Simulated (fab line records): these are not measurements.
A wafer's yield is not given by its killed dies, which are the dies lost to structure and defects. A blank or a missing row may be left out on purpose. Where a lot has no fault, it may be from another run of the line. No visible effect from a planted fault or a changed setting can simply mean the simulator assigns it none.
Split-lot trial    flow n5_finfet    on a route of 1938 steps: 7 lots, 39 wafers read

## ON THE SPLIT
At N5_HKMG_FIN_ALD_79 (deposits TiN, target thk 1.5 nm, pulse time 1 s, purge time 3 s), the setting ald_cycles was moved away from the recipe's 68 on 18 of the 39 wafers read, by -35.3% to +55.9%. All remaining wafers had this setting at the recipe value.

The reading is taken at the split's own step.

## THE READING
TiN_of_HKMG_FIN_ALD_79.thk_nm (the simulator's own value, which no gauge read), in nm, at N5_HKMG_FIN_ALD_79 (deposits TiN, target thk 1.5 nm, pulse time 1 s, purge time 3 s). There is no usual value for it anywhere in the file. Average 1.5 nm, standard deviation 0.1 nm, over the 21 wafers here run with the recipe.

wafer   tool, chamber at the split  ald_cycles as run  against the recipe  TiN_of_HKMG_FIN_ALD_79.thk_nm, nm  against lot-mates on the recipe
L077.1  ald_metal-03, 1,3,1         68                 recipe              1.6                                -
L077.5  ald_metal-03, 1,3,1         68                 recipe              1.6                                -
L077.6  ald_metal-03, 1,3,1         68                 recipe              1.6                                -
L077.2  ald_metal-03, 3,2,2         93                 +36.8%              2                                  +0.4
L077.3  ald_metal-03, 3,2,2         93                 +36.8%              2                                  +0.4
L077.4  ald_metal-03, 3,2,2         93                 +36.8%              2                                  +0.4
L079.1  ald_metal-01, 0,3           68                 recipe              1.4                                -
L079.2  ald_metal-01, 0,3           68                 recipe              1.4                                -
L079.3  ald_metal-01, 1,2,0         44                 -35.3%              1                                  -0.5
L079.4  ald_metal-01, 1,2,0         44                 -35.3%              1                                  -0.5
L079.6  ald_metal-01, 1,2,0         44                 -35.3%              1                                  -0.5
L079.5  ald_metal-01, 1             68                 recipe              1.6                                -
L083.1  ald_metal-01, 3,0,1         68                 recipe              1.4                                -
L083.2  ald_metal-01, 3,0,1         68                 recipe              1.4                                -
L083.5  ald_metal-01, 3,0,1         68                 recipe              1.4                                -
L084.1  ald_metal-04, 1,3,2         44                 -35.3%              1                                  -0.5
L084.3  ald_metal-04, 1,3,2         44                 -35.3%              1                                  -0.5
L084.6  ald_metal-04, 1,3,2         44                 -35.3%              1                                  -0.5
L084.2  ald_metal-04, 0,3           68                 recipe              1.4                                -
L084.5  ald_metal-04, 0,3           68                 recipe              1.4                                -
L084.4  ald_metal-04, 2             68                 recipe              1.6                                -
L086.1  ald_metal-01, 1,3,0         106                +55.9%              2.4                                +0.9
L086.2  ald_metal-01, 1,3,0         106                +55.9%              2.4                                +0.9
L086.4  ald_metal-01, 1,3,0         106                +55.9%              2.4                                +0.9
L086.3  ald_metal-01, 2             68                 recipe              1.4                                -
L086.5  ald_metal-01, 2             68                 recipe              1.4                                -
L086.6  ald_metal-01, 1             68                 recipe              1.6                                -
L090.1  ald_metal-03, 1,3,2         78                 +14.7%              1.8                                +0.2
L090.2  ald_metal-03, 1,3,2         78                 +14.7%              1.8                                +0.2
L090.3  ald_metal-03, 1,3,2         78                 +14.7%              1.8                                +0.2
L090.4  ald_metal-03, 0,3,2         68                 recipe              1.6                                -
L090.5  ald_metal-03, 0,3,2         68                 recipe              1.6                                -
L090.6  ald_metal-03, 0,3,2         68                 recipe              1.6                                -
L091.1  ald_metal-03, 1             68                 recipe              1.6                                -
L091.2  ald_metal-03, 0,2,0         98                 +44.1%              2.2                                +0.7
L091.3  ald_metal-03, 0,2,0         98                 +44.1%              2.2                                +0.7
L091.5  ald_metal-03, 0,2,0         98                 +44.1%              2.2                                +0.7
L091.4  ald_metal-03, 3,1           68                 recipe              1.4                                -
L091.6  ald_metal-03, 3,1           68                 recipe              1.4                                -
When a row names more than one chamber, that row covers several wafers, and the file does not tell which wafer ran in which chamber.

FIT RESULTS
A straight line over all 39 wafers: TiN_of_HKMG_FIN_ALD_79.thk_nm changes by +0.0152 nm for each +1% of ald_cycles; r = +0.98; the points scatter about the line by 0.082 nm.
The same after taking each lot's own level away (the mean of its wafers on the recipe; 39 wafers): +0.0147 nm for each +1%; r = +0.98; scatter 0.08 nm.
Per that fit: largest ald_cycles move, reading shift of 0.82 nm.
From 1.40 to 1.60 nm: that is the span of the lots' own levels, equal to 2.0 times the standard deviation above.
So the lot-to-lot level changes the slope little: the two slopes agree.
Check: with one of the wafers moved furthest among these (+55.9%) left out of the fit, the line predicts +0.819 nm for it against its lot-mates. Against them it came out at +0.933 nm.

## FURTHER SPLITS ON THESE WAFERS
Note: prior to the reading, these wafers also went through further splits. Each is held against what the fit with the lots' levels taken away leaves over:
other split on the same wafers        wafers away from the commonest value  r with TiN_of_HKMG_FIN_ALD_79.thk_nm (lot level and that fit taken away)
N5_FIN_SAQP_HM_DEP_03 target_thk_a    12                                    -0.25
N5_SD_EPI_N_EPI_21 epi_growth_time_s  15                                    -0.24

## THE FILE'S OWN FIT
TiN_of_HKMG_FIN_ALD_79.thk_nm changes by +0.0148 nm for each +1% of ald_cycles, r = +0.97.
